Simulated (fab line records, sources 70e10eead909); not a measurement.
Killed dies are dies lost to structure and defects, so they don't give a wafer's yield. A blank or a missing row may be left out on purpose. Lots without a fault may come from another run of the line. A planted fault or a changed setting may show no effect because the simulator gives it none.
Chamber matching | flow nand_harc | NHARC_A_CHANNEL_FILL_D1_ALD_14 on ald_hk-01: 4 sister chambers
The step deposits SiO2, target thk 2.5 nm, pulse time 10 s, ald cycles 25. 4 wafers are shown with their chamber, then 6 later ones without.

WAFERS WITH THEIR CHAMBER
wafer  | chamber | heater_power_w (W)
L920.2 | 2       | 501
L922.6 | 1       | 468
L923.2 | 3       | 456
L923.4 | 0       | 456

WAFERS WITHOUT THEIR CHAMBER
wafer  | heater_power_w (W)
L923.5 | 466
L926.3 | 479
L926.6 | 457
L933.1 | 479
L933.3 | 486
L933.5 | 471

WHICH CHAMBER EACH WENT THROUGH
wafer  | from the rows above               | in truth
L923.5 | can't be placed: 1 or 0 or 3      | 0
L926.3 | can't be placed: 1 or 2 or 0 or 3 | 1
L926.6 | can't be placed: 0 or 3 or 1      | 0
L933.1 | can't be placed: 1 or 2 or 0 or 3 | 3
L933.3 | can't be placed: 2 or 1 or 0 or 3 | 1
L933.5 | can't be placed: 1 or 0 or 3      | 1
Placed correctly: 0 of 6. Can't be placed from these rows: 6 (the true chamber is among the candidates in 6). Placed wrongly: 0.
How it was worked out, from the rows above alone: a wafer's distance from a chamber is the root of the sum, over the readings, of the square of ((its reading less the chamber's mean) divided by the reading's scatter). The wafer belongs to the nearest chamber; if the next one is less than 2 further off, it can't be placed. A chamber's mean is the mean of its shown wafers. The scatter: with one shown wafer a chamber, the root of the mean of the squares of how far each hidden wafer lies from its nearest shown one.
